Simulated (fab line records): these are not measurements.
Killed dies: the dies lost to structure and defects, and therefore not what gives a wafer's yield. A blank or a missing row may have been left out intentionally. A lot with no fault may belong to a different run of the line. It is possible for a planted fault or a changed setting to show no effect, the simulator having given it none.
Matching of chambers	flow n5 finfet	ald sin-03 running N5_SPACER0_ALD_07: 4 sister chambers
The step deposits SiNx, target thk 2 nm. 8 wafers are shown with their chamber, then 10 later ones without.

== EACH WAFER AND ITS CHAMBER ==
wafer	chamber	heater power w (W)
L085.1	3	993
L087.1	0	788
L087.3	1	814
L090.3	0	834
L090.4	1	816
L090.6	2	846
L092.2	3	986
L092.3	2	804

== WAFERS MISSING THEIR CHAMBER ==
wafer	heater power w (W)
L092.4	835
L093.1	800
L093.2	1015
L093.4	787
L095.2	811
L095.3	840
L095.4	1004
L096.3	802
L096.5	789
L096.6	829

== CHAMBER TAKEN BY EACH ==
wafer	from the rows above	in truth
L092.4	can't be placed: 2 or 1 or 0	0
L093.1	can't be placed: 0 or 1 or 2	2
L093.2	3	3
L093.4	can't be placed: 0 or 1 or 2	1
L095.2	can't be placed: 0 or 1 or 2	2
L095.3	can't be placed: 2 or 1 or 0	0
L095.4	3	3
L096.3	can't be placed: 0 or 1 or 2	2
L096.5	can't be placed: 0 or 1 or 2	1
L096.6	can't be placed: 2 or 1 or 0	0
Correctly placed: 2 of 10. Not placeable from these rows: 8 (in 8, the candidates include the true chamber). Placed wrongly: 0.
How it was worked out, from the rows above alone: a wafer's distance from a chamber is the root of the sum, over the readings, of the square of ((its reading less the chamber's mean) divided by the reading's scatter). The wafer belongs to the nearest chamber; if the next one is less than 2 further off, it can't be placed. A chamber's mean is the mean of its shown wafers. The scatter: take each reading less its chamber's mean, square it, sum over the shown wafers, divide by the number of wafers less the number of chambers, and take the root.
